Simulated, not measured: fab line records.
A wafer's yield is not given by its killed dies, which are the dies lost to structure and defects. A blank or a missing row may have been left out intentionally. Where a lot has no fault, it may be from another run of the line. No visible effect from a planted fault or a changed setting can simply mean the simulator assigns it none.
Comparing a struck lot with a sound one / flow n5-finfet / 17 steps out of a route of 1938
Sound: the wafers L969.2, L969.3, L969.4. The struck wafers were L970.1, L970.3, L970.6. Last of all comes the cause.
Per side, at each step with rows, come the tool, then ch with its chambers, and then its first start. Under that, the readings that differ: sound wafers / struck wafers / difference of the means / sigmas: that difference in standard deviations of wafers without a fault.
alike: same words and numbers on both sides, and readings whose means sit less than 2 such deviations apart. not compared: any withheld reading, any reading some wafer has no value for, any bound like >300 that may hide the same value, and any number with overlapping values for which the record gives no deviation.
A row with sigmas, a row that says differs or no value, or rows on one side alone: a step with any of these is where the two part. Numbers that have no deviation but don't overlap get no sigmas and don't part them. Lack of a reading on every wafer of one side parts them only where that side has two or more wafers.

first, 12 steps without rows for these wafers: N5_MOL_CONTACT_COAG_ETCH_65 (etches underlayer in N2/H2, target depth 13 nm, time 10.4 s); N5_MOL_CONTACT_COAG_ETCH_66 (etches SiARC in CF4, target depth 13 nm, time 21.7 s); N5_MOL_CONTACT_COAG_ALD_133 (deposits SiO2, target thk 5 nm, pulse time 1 s, co reactant pulse time 1 s); N5_MOL_CONTACT_COAG_ETCHBACK_134 (etches SiO2 in CHF3, target depth 10 nm, time 6.7 s); N5_MOL_CONTACT_COAG_ETCH_67 (etches SOC in N2/H2, target depth 60 nm, overetch 21 nm, time 101.2 s); N5_MOL_CONTACT_COAG_STRIP_68 (strips in N2/H2); N5_MOL_CONTACT_COAG_STRIP_69 (strips in N2/H2); N5_MOL_CONTACT_COAG_ETCHBACK_136 (etches SiO2 in CHF3, target depth 25 nm, time 16.7 s); N5_MOL_CONTACT_COAG_STRIP_120 (strips in CHF3); N5_MOL_CONTACT_COAG_VIA_ETCH_117 (etches SiO2 in C4F6/O2, target depth 40 nm, overetch 8 nm, time 26 s); N5_MOL_CONTACT_COAG_ETCH_124 (etches SiNx in CH3F/O2, stops on SiOC, target depth 6.5 nm); N5_MOL_CONTACT_COAG_ETCH_48 (etches SiOC in C4F6/O2, target depth 15 nm, overetch 4.5 nm, time 17 s).
N5_MOL_CONTACT_COAG_STRIP_72: strips in N2/H2.
  sound on rie-diel-06 ch 0,2,3, day 7 15:07; struck on rie-diel-06 ch 0,2, day 8 00:59
  no value came back on the struck wafers for any of 8 readings (bias-power-w (W), chamber-pressure-mTorr (mTorr) and others); on the sound wafers bias-power-w (W) reads 6.980 6.994 7.034
reading=model.SOC_of_MOL_CONTACT_COAG_COAT_62.thk-nm (nm); sound=0 0 0; struck=46 45.6 45.8; difference=+46; sigmas=
reading=model.SiO2_of_MOL_CONTACT_COAG_ALD_133.thk-nm (nm); sound=0 0 0; struck=5 5 5; difference=+5; sigmas=
N5_MOL_CONTACT_COAG_STRIP_49: strips in N2/H2, time 30 s.
  sound on plasma-asher-02 ch 0,1, day 7 15:11; struck on plasma-asher-02 ch 1, day 8 01:04
reading=model.SOC_of_MOL_CONTACT_COAG_COAT_62.thk-nm (nm); sound=0 0 0; struck=34 33.4 33.6; difference=+34; sigmas=
  alike: drypump-motor-current-A, h2-flow-sccm, heater-power-w
  not compared: rf-hours-counter-h
then, 1 step without rows for these wafers: N5_MOL_CONTACT_COAG_PRECLEAN_138 (cleans in alkaline clean, time 60 s).
N5_BEOL_M4_RC_MEAS_101:
  the record has rows for the sound wafers here (prober-02 ch 0, day 10 02:45) and none for the struck ones
-- record jumps: 7 days separate the struck wafers' starts on either side; left off in module BEOL_M4, taken up again in module PASSIVATION, whose first shown step is the route's number 1936 --
N5_PASSIVATION_PROBE_49:
  struck on prober-02, day 15 05:36; sound on prober-02, day 14 09:43
reading=defect-limited-yield (%); sound=91.8; struck=0 0 0; difference=-92; sigmas=-57
reading=killed-at-contacts; sound=8; struck=1072 1067 1088; difference=+1068; sigmas=+99 or more
reading=killed-dies; sound=97; struck=1180 1180 1180; difference=+1083; sigmas=+57
reading=killed-on-rim; sound=9; struck=152 152 152; difference=+143; sigmas=+33
reading=killed-short; sound=24; struck=41 44 35; difference=+16; sigmas=+2
reading=sort_bin_5_function (%); sound=5.4; struck=95.9 95.8 95.8; difference=+90.4; sigmas=+82
reading=sort-n-pass; sound=1083; struck=0 0 0; difference=-1083; sigmas=-57
reading=sort-yield-pct (%); sound=91.8; struck=0 0 0; difference=-92; sigmas=-57
  alike: killed_at_M0_to_M3, killed_at_M4_up, killed-at-front-end, killed-at-other, killed-open, sort_bin_6_memory

## WHERE THEY PART
Last at N5_PASSIVATION_PROBE_49 as far as this record goes, first at N5_MOL_CONTACT_COAG_STRIP_72.

WHY: the cause the simulator had injected
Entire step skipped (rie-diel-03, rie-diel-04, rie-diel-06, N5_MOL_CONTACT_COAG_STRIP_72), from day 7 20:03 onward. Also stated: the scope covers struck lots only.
